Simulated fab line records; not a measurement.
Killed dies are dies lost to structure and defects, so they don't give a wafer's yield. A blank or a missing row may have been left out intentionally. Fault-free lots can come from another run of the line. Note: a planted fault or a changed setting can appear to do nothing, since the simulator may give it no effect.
fab line records ; flow nand_harc ; part 1 of 2: steps 1 to 4 of 6
record: lots: 23; wafers: 69; last_day: 33
route steps=1302 shown A_CHANNEL_HOLE_D2@603 A_CHANNEL_FILL_D2@613 A_STAIRCASE@668
lots with no fault: from the same line, run without faults
start_h: hours from the record's first day to the start of the lot's first wafer shown ; wait_h: how many hours have passed since the lot's step before this one ; " unchanged from the row above ; L1.1+2: a row that stands for several wafers ; - value missing, or start not given ; * or withheld: withheld ; < > ~ a bound
route shown NAME@n: names a module that has steps shown in the file, with the first one's number in the route ; usual: mean/standard deviation of fault-free wafers ; same: alike in all rows ; chamber/n: place in a boat ; sites: per-site readings ; _std_site: their standard deviation ; _edge_site: inner sites' mean taken away from outer sites' mean ; radius_mm: how far each site lies from the wafer's centre ; mask NAME#n: copy n ; behind: the last tool/chamber to shape the wafer ; hold: why the lot went on hold/how many hours it stayed there/how the hold came to an end ; device: which transistor (n, p or np) failed to switch ; end of line: tests of these same wafers at the route's end ; for a step that has no rows: nothing shown but its recipe ; killed: not the wafer's yield, but the dies lost to structure and defects at the first sort ; map: a wafer's dies, marking killed ones x, the rest . and places with no die _
set.NAME: the setting that was run; set.NAME@STEP: the one run at that earlier step ; model.NAME: the simulator's own value behind a step, which no gauge read
a sample of lots followed through the steps of the route, with each step as a table and each wafer as a row
services: from which hour (start_h, from the record's first day; less than 0 if before it) a tool's chamber was out of use, for how many hours, and why
== steps ==
step: NHARC_A_CHANNEL_HOLE_D2_ETCH_44
recipe: target_depth_a: 1400; overetch_a: 140; time_s: 77; ion_energy_ev: 100; cf4_flow_sccm: 80; o2_flow_sccm: 20; ar_flow_sccm: 0; rf_w: 300; bias_w: 100; chemistry: CF4/O2
usual: bias_w: 100.05/0.27; drypump_motor_current_A: 5.8/0.42; o2_flow_sccm: 20.00/0.057; oes_product_au: 1.001/0.0091; rf_vpp_V: 198.5/1.3; showerhead_plenum_p_Torr: 1.37/0.048; throttle_valve_pct: 13.398/0.0086
lot.wafer;tool;chamber;start_h;wait_h;bias_w;drypump_motor_current_A;o2_flow_sccm;oes_product_au;rf_hours_counter_h;rf_vpp_V;showerhead_plenum_p_Torr;throttle_valve_pct
L074.2;rie_diel-03;3;298.47;0.1;99.86;5.9;19.89;1.010;0;199.4;1.39;13.390
L074.6;rie_diel-03;0;298.47;0.1;100.35;5.0;20.11;1.006;-;200.3;1.43;13.394
L074.5;rie_diel-03;1;298.47;0.1;100.20;5.8;19.99;1.002;-;198.8;1.41;13.395
L076.1;rie_diel-02;0;322.23;0.1;99.80;6.0;19.98;1.004;7;199.6;1.40;13.398
L076.2;rie_diel-02;1;322.23;0.1;100.31;6.1;19.89;1.020;8;198.1;1.34;13.404
L076.6;rie_diel-02;0;322.23;0.1;100.22;6.0;19.92;1.005;-;198.0;1.40;13.409
L077.2;rie_diel-03;1;327.26;0.1;99.99;5.9;19.92;1.004;1;197.4;1.41;13.409
L077.1;rie_diel-03;2;327.26;0.1;99.43;5.4;19.97;0.995;1;196.3;1.26;13.395
L077.5;rie_diel-03;3;327.26;0.1;100.31;5.9;19.98;1.012;-;197.4;1.39;13.419
L078.2;rie_diel-03;0;333.83;0.1;99.88;5.0;20.00;1.009;1;200.5;1.43;13.387
L078.3;rie_diel-03;1;333.83;0.1;100.18;5.8;20.08;0.994;1;199.0;1.41;13.399
L078.6;rie_diel-03;1;333.83;0.1;100.17;5.9;20.07;1.010;-;200.2;1.41;13.398
L079.4;rie_diel-11;3;347.30;0.1;99.88;6.4;20.01;0.992;3;197.5;1.31;13.405
L079.3;rie_diel-11;2;347.30;0.1;99.99;5.7;20.02;1.001;3;200.7;1.37;13.386
L079.5;rie_diel-11;3;347.30;0.1;100.02;6.4;20.02;1.000;-;196.5;1.31;13.388
L081.2;rie_diel-02;3;367.43;0.1;100.26;6.1;20.06;1.013;10;198.0;1.35;13.396
L081.3;rie_diel-02;1;367.43;0.1;99.54;6.1;20.00;1.010;10;196.3;1.34;13.396
L081.5;rie_diel-02;2;367.43;0.1;99.30;6.1;20.00;1.002;-;198.2;1.40;13.394
L075.1;rie_diel-11;2;367.72;0.1;99.94;5.7;19.99;0.999;4;197.7;1.37;13.389
L075.3;rie_diel-11;3;367.72;0.1;100.48;6.4;20.01;1.006;4;198.0;1.31;13.381
L075.2;rie_diel-11;1;367.72;0.1;100.33;5.1;19.98;0.998;4;199.2;1.37;13.398
L080.1;rie_diel-03;2;372.25;0.1;100.12;5.3;20.01;0.991;4;196.1;1.26;13.397
L080.3;rie_diel-03;3;372.25;0.1;99.90;6.0;20.08;0.995;4;198.4;1.39;13.391
L080.5;rie_diel-03;1;372.25;0.1;99.75;5.9;20.05;1.006;-;200.7;1.41;13.415
L082.4;rie_diel-02;2;375.76;0.0;100.02;6.1;19.96;0.995;10;199.4;1.40;13.386
L082.2;rie_diel-02;0;375.76;0.0;100.27;6.0;19.90;1.015;10;199.6;1.40;13.402
L082.1;rie_diel-02;1;375.76;0.0;100.13;6.1;19.97;1.015;11;198.3;1.34;13.387
L083.2;rie_diel-02;3;386.14;0.1;99.96;6.1;19.90;1.019;11;199.0;1.35;13.393
L083.1;rie_diel-02;1;386.14;0.1;100.02;6.1;19.99;1.020;12;200.1;1.34;13.401
L083.6;rie_diel-02;2;386.14;0.1;99.51;6.1;20.10;1.006;-;198.8;1.40;13.397
L084.2;rie_diel-03;3;390.29;0.1;99.96;5.9;20.04;0.986;5;197.4;1.39;13.399
L084.1;rie_diel-03;0;390.29;0.1;100.48;5.0;19.89;0.996;4;200.2;1.43;13.407
L084.6;rie_diel-03;0;390.29;0.1;99.93;5.0;20.02;1.008;-;200.5;1.43;13.392
L085.1;rie_diel-02;1;412.64;0.1;99.79;6.1;19.96;0.992;1;198.3;1.34;13.401
L085.3;rie_diel-02;2;412.64;0.1;99.69;6.1;20.06;1.006;1;199.3;1.39;13.395
L085.6;rie_diel-02;0;412.64;0.1;99.84;6.0;19.95;1.007;-;198.9;1.40;13.388
L086.1;rie_diel-03;3;413.52;0.1;100.06;5.9;19.98;0.998;7;201.2;1.39;13.409
L086.3;rie_diel-03;0;413.52;0.1;99.86;5.0;20.01;0.992;5;200.9;1.43;13.397
L086.5;rie_diel-03;3;413.52;0.1;100.13;6.0;19.98;1.000;-;199.5;1.39;13.388
L087.1;rie_diel-02;1;443.67;0.2;100.06;6.1;20.00;1.000;3;197.0;1.34;13.398
L087.4;rie_diel-02;2;443.67;0.2;99.94;6.1;20.09;1.010;2;199.5;1.39;13.406
L087.6;rie_diel-02;2;443.67;0.2;100.44;6.1;19.94;1.010;-;197.7;1.39;13.415
L090.3;rie_diel-03;3;448.72;0.1;100.57;6.0;19.95;1.011;9;197.5;1.39;13.408
L090.1;rie_diel-03;1;448.72;0.1;99.89;5.8;19.83;1.007;9;198.8;1.41;13.411
L090.6;rie_diel-03;3;448.72;0.1;100.23;6.0;19.99;1.008;-;199.3;1.39;13.408
L089.4;rie_diel-02;1;451.84;0.1;100.01;6.2;20.05;0.989;3;198.6;1.34;13.399
L089.1;rie_diel-02;3;451.84;0.1;100.03;6.1;19.98;1.005;2;197.9;1.35;13.391
L089.5;rie_diel-02;0;451.84;0.1;100.31;6.0;20.05;1.006;-;198.5;1.40;13.399
L088.1;rie_diel-11;3;452.88;0.1;100.48;6.4;20.14;0.990;1;197.1;1.31;13.395
L088.5;rie_diel-11;1;452.88;0.1;99.98;5.1;19.90;0.982;-;199.0;1.37;13.408
L088.6;rie_diel-11;2;452.88;0.1;99.58;5.7;20.01;0.999;-;198.3;1.37;13.411
L092.3;rie_diel-02;1;465.98;0.1;100.29;6.1;20.00;0.994;4;198.2;1.34;13.396
L092.4;rie_diel-02;2;465.98;0.1;99.90;6.1;19.99;1.013;4;198.5;1.39;13.410
L092.2;rie_diel-02;3;465.98;0.1;100.36;6.2;19.99;1.016;4;197.8;1.35;13.410
L091.2;rie_diel-11;3;466.68;0.1;99.81;6.5;19.94;0.985;2;197.1;1.31;13.399
L091.4;rie_diel-11;1;466.68;0.1;100.69;5.2;20.03;0.987;2;199.2;1.37;13.392
L091.6;rie_diel-11;3;466.68;0.1;100.10;6.4;20.00;0.986;-;198.6;1.31;13.395
L093.3;rie_diel-02;0;483.29;0.1;100.30;6.0;20.04;0.998;5;199.6;1.40;13.395
L093.6;rie_diel-02;2;483.29;0.1;100.33;6.1;19.95;1.008;-;198.9;1.39;13.403
L093.5;rie_diel-02;0;483.29;0.1;100.39;6.0;20.07;1.004;-;198.8;1.40;13.402
L094.1;rie_diel-11;3;504.95;0.1;100.16;6.5;20.04;0.990;4;196.3;1.31;13.413
L094.4;rie_diel-11;0;504.95;0.1;100.16;5.7;20.00;1.011;4;196.1;1.28;13.406
L094.5;rie_diel-11;0;504.95;0.1;99.98;5.7;19.95;0.988;-;198.2;1.28;13.383
L096.1;rie_diel-11;1;509.10;0.1;100.25;5.2;19.97;0.999;4;197.5;1.37;13.405
L096.3;rie_diel-11;0;509.10;0.1;100.12;5.7;20.01;0.995;4;196.8;1.28;13.412
L096.5;rie_diel-11;2;509.10;0.1;100.14;5.7;19.92;0.992;-;198.0;1.37;13.392
L097.3;rie_diel-03;1;518.98;0.1;99.85;5.9;20.02;0.996;2;202.2;1.41;13.397
L097.1;rie_diel-03;3;518.98;0.1;99.79;5.9;20.03;1.004;2;201.0;1.39;13.391
L097.6;rie_diel-03;0;518.98;0.1;100.16;5.0;20.02;1.004;-;199.4;1.42;13.386
step: NHARC_A_CHANNEL_FILL_D2_ALD_03
recipe: target_thk_a: 60; pulse_time_s: 60; ald_cycles: 58; temp_c: 630; pressure_torr: 2; material: SiNx
usual: precursor_pulse_height_rel: 1.000/0.021
lot.wafer;tool;chamber;start_h;wait_h;precursor_pulse_height_rel
L074.2;ald_sin_batch-03;0;-;-;1.017
L074.5;ald_sin_batch-03;0;-;-;1.012
L074.6;ald_sin_batch-03;0;-;-;0.985
L076.1;ald_sin_batch-01;0;-;-;0.976
L076.2;ald_sin_batch-01;0;-;-;1.023
L076.6;ald_sin_batch-01;0;-;-;1.000
L077.1;ald_sin_batch-01;0;-;-;1.031
L077.2;ald_sin_batch-01;0;-;-;0.997
L077.5;ald_sin_batch-01;0;-;-;1.037
L078.2;ald_sin_batch-01;0;-;-;0.961
L078.3;ald_sin_batch-01;0;-;-;1.041
L078.6;ald_sin_batch-01;0;-;-;0.986
L079.3;ald_sin_batch-01;0;-;-;0.974
L079.4;ald_sin_batch-01;0;-;-;0.994
L079.5;ald_sin_batch-01;0;-;-;0.994
L075.1;ald_sin_batch-01;0;-;-;0.986
L075.2;ald_sin_batch-01;0;-;-;1.012
L075.3;ald_sin_batch-01;0;-;-;0.993
L081.2;ald_sin_batch-01;0;-;-;0.969
L081.3;ald_sin_batch-01;0;-;-;0.985
L081.5;ald_sin_batch-01;0;-;-;0.977
L080.1;ald_sin_batch-01;0;-;-;1.000
L080.3;ald_sin_batch-01;0;-;-;0.964
L080.5;ald_sin_batch-01;0;-;-;1.008
L082.1;ald_sin_batch-02;0;-;-;0.975
L082.2;ald_sin_batch-02;0;-;-;1.016
L082.4;ald_sin_batch-02;0;-;-;1.020
L083.1;ald_sin_batch-01;0;-;-;1.003
L083.2;ald_sin_batch-01;0;-;-;0.990
L083.6;ald_sin_batch-01;0;-;-;0.991
L084.1;ald_sin_batch-03;0;-;-;0.984
L084.2;ald_sin_batch-03;0;-;-;0.996
L084.6;ald_sin_batch-03;0;-;-;0.966
L085.1;ald_sin_batch-02;0;-;-;0.989
L085.3;ald_sin_batch-02;0;-;-;1.012
L085.6;ald_sin_batch-02;0;-;-;0.991
L086.1;ald_sin_batch-02;0;-;-;0.957
L086.3;ald_sin_batch-02;0;-;-;1.012
L086.5;ald_sin_batch-02;0;-;-;0.989
L087.1;ald_sin_batch-01;0;-;-;1.025
L087.4;ald_sin_batch-01;0;-;-;0.987
L087.6;ald_sin_batch-01;0;-;-;0.988
L090.1;ald_sin_batch-01;0;-;-;0.977
L090.3;ald_sin_batch-01;0;-;-;0.991
L090.6;ald_sin_batch-01;0;-;-;1.002
L088.1;ald_sin_batch-03;0;-;-;1.025
L088.5;ald_sin_batch-03;0;-;-;0.987
L088.6;ald_sin_batch-03;0;-;-;0.973
L089.1;ald_sin_batch-03;0;-;-;0.994
L089.4;ald_sin_batch-03;0;-;-;1.009
L089.5;ald_sin_batch-03;0;-;-;1.012
L091.2;ald_sin_batch-02;0;-;-;1.002
L091.4;ald_sin_batch-02;0;-;-;0.985
L091.6;ald_sin_batch-02;0;-;-;1.024
L092.2;ald_sin_batch-02;0;-;-;1.041
L092.3;ald_sin_batch-02;0;-;-;0.972
L092.4;ald_sin_batch-02;0;-;-;0.983
L093.3;ald_sin_batch-03;0;-;-;0.994
L093.5;ald_sin_batch-03;0;-;-;1.001
L093.6;ald_sin_batch-03;0;-;-;1.014
L094.1;ald_sin_batch-02;0;-;-;0.971
L094.4;ald_sin_batch-02;0;-;-;1.009
L094.5;ald_sin_batch-02;0;-;-;0.990
L096.1;ald_sin_batch-03;0;-;-;0.993
L096.3;ald_sin_batch-03;0;-;-;1.027
L096.5;ald_sin_batch-03;0;-;-;1.013
L097.1;ald_sin_batch-03;0;-;-;1.036
L097.3;ald_sin_batch-03;0;-;-;1.023
L097.6;ald_sin_batch-03;0;-;-;1.008
step: NHARC_A_CHANNEL_FILL_D2_ALD_16
recipe: target_thk_a: 15; pulse_time_s: 10; ald_cycles: 15; temp_c: 300; material: SiO2
usual: heater_power_w: 437/50; precursor_pulse_height_rel: 0.996/0.022
lot.wafer;tool;chamber;start_h;wait_h;heater_power_w;precursor_pulse_height_rel
L074.2;ald_hk-03;3;314.31;0.1;469;1.048
L074.6;ald_hk-03;2;314.31;0.1;438;1.004
L074.5;ald_hk-03;3;314.31;0.1;460;0.985
L076.1;ald_hk-02;1;336.15;0.1;359;0.970
L076.2;ald_hk-02;2;336.15;0.1;495;1.020
L076.6;ald_hk-02;0;336.15;0.1;433;1.008
L077.1;ald_hk-01;3;340.63;0.1;433;1.002
L077.2;ald_hk-01;0;340.63;0.1;431;0.980
L077.5;ald_hk-01;2;340.63;0.1;375;0.986
L078.2;ald_hk-03;1;347.33;0.1;501;0.975
L078.3;ald_hk-03;2;347.33;0.1;447;0.999
L078.6;ald_hk-03;1;347.33;0.1;495;1.010
L079.3;ald_hk-01;1;360.80;0.1;351;1.023
L079.4;ald_hk-01;3;360.80;0.1;431;0.980
L079.5;ald_hk-01;1;360.80;0.1;356;0.987
L081.3;ald_hk-03;1;381.19;0.0;497;1.005
L081.2;ald_hk-03;0;381.19;0.0;475;0.976
L081.5;ald_hk-03;1;381.19;0.0;500;0.984
L075.2;ald_hk-03;3;381.35;0.2;484;1.002
L075.1;ald_hk-03;0;381.35;0.2;454;0.981
L075.3;ald_hk-03;2;381.35;0.2;439;0.998
L080.1;ald_hk-03;0;385.69;0.1;469;0.975
L080.3;ald_hk-03;1;385.69;0.1;517;0.973
L080.5;ald_hk-03;3;385.69;0.1;455;0.969
L082.1;ald_hk-03;1;389.09;0.0;494;1.002
L082.4;ald_hk-03;2;389.09;0.0;442;0.960
L082.2;ald_hk-03;3;389.09;0.0;469;1.000
L084.1;ald_hk-02;1;401.59;0.0;332;0.997
L084.2;ald_hk-02;0;401.59;0.0;419;0.947
L084.6;ald_hk-02;1;401.59;0.0;331;0.995
L083.1;ald_hk-03;0;401.59;0.0;485;0.994
L083.2;ald_hk-03;2;401.59;0.0;485;1.014
L083.6;ald_hk-03;1;401.59;0.0;497;1.056
L085.1;ald_hk-01;1;428.18;0.0;353;1.035
L085.3;ald_hk-01;0;428.18;0.0;445;1.016
L085.6;ald_hk-01;2;428.18;0.0;380;0.989
L086.3;ald_hk-01;0;428.39;0.3;450;0.965
L086.1;ald_hk-01;1;428.39;0.3;357;1.014
L086.5;ald_hk-01;2;428.39;0.3;380;1.000
L087.4;ald_hk-02;0;457.13;0.1;421;0.989
L087.1;ald_hk-02;2;457.13;0.1;467;1.031
L087.6;ald_hk-02;0;457.13;0.1;416;0.997
L090.3;ald_hk-01;2;462.11;0.0;386;0.989
L090.1;ald_hk-01;3;462.11;0.0;438;0.989
L090.6;ald_hk-01;3;462.11;0.0;444;0.990
L089.1;ald_hk-01;2;465.29;0.1;374;1.020
L089.4;ald_hk-01;3;465.29;0.1;437;0.999
L089.5;ald_hk-01;2;465.29;0.1;371;1.012
L088.1;ald_hk-02;2;465.34;0.1;461;0.994
L088.5;ald_hk-02;3;465.34;0.1;470;0.972
L088.6;ald_hk-02;0;465.34;0.1;424;0.997
L091.4;ald_hk-03;0;480.00;0.7;465;1.028
L091.2;ald_hk-03;1;480.00;0.7;485;1.008
L091.6;ald_hk-03;0;480.00;0.7;474;1.000
L092.4;ald_hk-02;2;480.02;0.7;466;0.981
L092.3;ald_hk-02;3;480.02;0.7;472;0.983
L092.2;ald_hk-02;0;480.02;0.7;430;1.009
L093.3;ald_hk-02;0;498.06;0.1;421;1.003
L093.6;ald_hk-02;3;498.06;0.1;479;0.999
L093.5;ald_hk-02;0;498.06;0.1;423;1.012
L094.4;ald_hk-02;0;518.59;0.0;427;1.010
L094.1;ald_hk-02;1;518.59;0.0;327;1.009
L094.5;ald_hk-02;1;518.59;0.0;324;1.004
L096.1;ald_hk-02;1;523.87;0.4;335;0.987
L096.3;ald_hk-02;2;523.87;0.4;472;0.986
L096.5;ald_hk-02;1;523.87;0.4;331;0.987
L097.1;ald_hk-03;3;533.51;0.0;439;0.995
L097.3;ald_hk-03;2;533.51;0.0;483;0.993
L097.6;ald_hk-03;3;533.51;0.0;453;0.970
step: NHARC_A_CHANNEL_FILL_D2_CMP_10
recipe: target_thk_nm: 150
usual: motor_current_A: 11.7/1.3; time_to_endpoint_s: 14.8/2.4
lot.wafer;tool;chamber;start_h;wait_h;motor_current_A;time_to_endpoint_s
L074.2;cmp-03;2;349.75;0.4;10.2;16.8
L074.5;cmp-03;1;349.75;0.4;11.6;17.0
L074.6;cmp-03;2;349.75;0.4;10.0;17.3
L076.2;cmp-02;3;371.43;0.4;11.0;10.0
L076.1;cmp-02;1;371.43;0.4;12.7;16.5
L076.6;cmp-02;3;371.43;0.4;11.0;11.4
L077.2;cmp-02;1;377.10;0.4;12.7;15.1
L077.1;cmp-02;2;377.10;0.4;12.6;16.9
L077.5;cmp-02;0;377.10;0.4;11.4;17.2
L078.2;cmp-04;3;383.41;0.4;11.1;9.3
L078.3;cmp-04;1;383.41;0.4;11.3;9.5
L078.6;cmp-04;2;383.41;0.4;9.5;11.7
L079.4;cmp-04;2;397.26;0.4;10.7;10.4
L079.3;cmp-04;0;397.26;0.4;13.3;14.3
L079.5;cmp-04;2;397.26;0.4;10.4;14.1
L081.3;cmp-04;2;417.12;0.4;10.1;16.8
L081.2;cmp-04;3;417.12;0.4;11.1;16.6
L081.5;cmp-04;1;417.12;0.4;11.3;16.1
L075.3;cmp-02;0;417.12;0.4;11.6;15.3
L075.2;cmp-02;1;417.12;0.4;13.1;13.8
L075.1;cmp-02;2;417.12;0.4;12.9;16.3
L082.4;cmp-03;2;424.12;0.4;10.4;17.3
L082.1;cmp-03;3;424.12;0.4;11.6;14.6
L082.2;cmp-03;0;424.12;0.4;14.2;17.8
L080.3;cmp-02;1;427.37;0.4;12.6;15.2
L080.1;cmp-02;2;427.37;0.4;12.5;16.4
L080.5;cmp-02;1;427.37;0.4;12.6;14.2
L084.2;cmp-03;2;436.97;0.4;10.4;16.2
L084.1;cmp-03;1;436.97;0.4;11.4;10.8
L084.6;cmp-03;2;436.97;0.4;10.7;13.9
L083.1;cmp-02;3;436.99;0.4;10.9;12.1
L083.2;cmp-02;0;436.99;0.4;11.5;15.2
L083.6;cmp-02;2;436.99;0.4;12.8;15.8
L086.3;cmp-02;1;463.61;0.4;13.4;15.4
L086.1;cmp-02;3;463.61;0.4;10.5;13.7
L086.5;cmp-02;1;463.61;0.4;12.8;15.0
L085.3;cmp-04;1;463.64;0.4;12.4;17.6
L085.1;cmp-04;3;463.64;0.4;11.5;16.6
L085.6;cmp-04;0;463.64;0.4;14.3;18.7
L087.4;cmp-04;2;492.33;0.4;9.9;13.3
L087.1;cmp-04;1;492.33;0.4;11.2;13.8
L087.6;cmp-04;2;492.33;0.4;10.3;14.2
L089.4;cmp-04;2;501.07;0.4;10.5;12.6
L089.1;cmp-04;1;501.07;0.4;11.7;12.4
L089.5;cmp-04;2;501.07;0.4;10.4;11.4
L088.1;cmp-02;3;501.10;0.4;10.6;13.5
L088.6;cmp-02;2;501.10;0.4;13.1;18.0
L088.5;cmp-02;3;501.10;0.4;11.0;11.1
L090.1;cmp-03;1;501.10;0.4;11.4;14.3
L090.3;cmp-03;2;501.10;0.4;10.0;15.8
L090.6;cmp-03;0;501.10;0.4;14.0;18.5
L092.2;cmp-02;2;514.78;0.4;12.2;16.1
L092.3;cmp-02;3;514.78;0.4;10.7;12.4
L092.4;cmp-02;0;514.78;0.4;11.3;14.4
L091.4;cmp-03;0;514.78;0.4;13.2;18.5
L091.2;cmp-03;3;514.78;0.4;11.8;16.7
L091.6;cmp-03;1;514.78;0.4;12.3;18.4
L093.3;cmp-04;0;534.64;0.4;14.4;15.3
L093.6;cmp-04;2;534.64;0.4;10.3;16.5
L093.5;cmp-04;3;534.64;0.4;11.3;14.2
L094.4;cmp-02;2;553.93;0.4;13.2;18.2
L094.1;cmp-02;3;553.93;0.4;10.4;14.4
L094.5;cmp-02;3;553.93;0.4;10.7;14.4
L096.1;cmp-04;3;559.28;0.4;10.8;14.4
L096.3;cmp-04;0;559.28;0.4;14.1;16.8
L096.5;cmp-04;3;559.28;0.4;10.5;12.1
L097.1;cmp-04;1;566.22;0.4;11.2;13.7
L097.3;cmp-04;3;566.22;0.4;10.6;13.9
L097.6;cmp-04;1;566.22;0.4;12.0;13.4
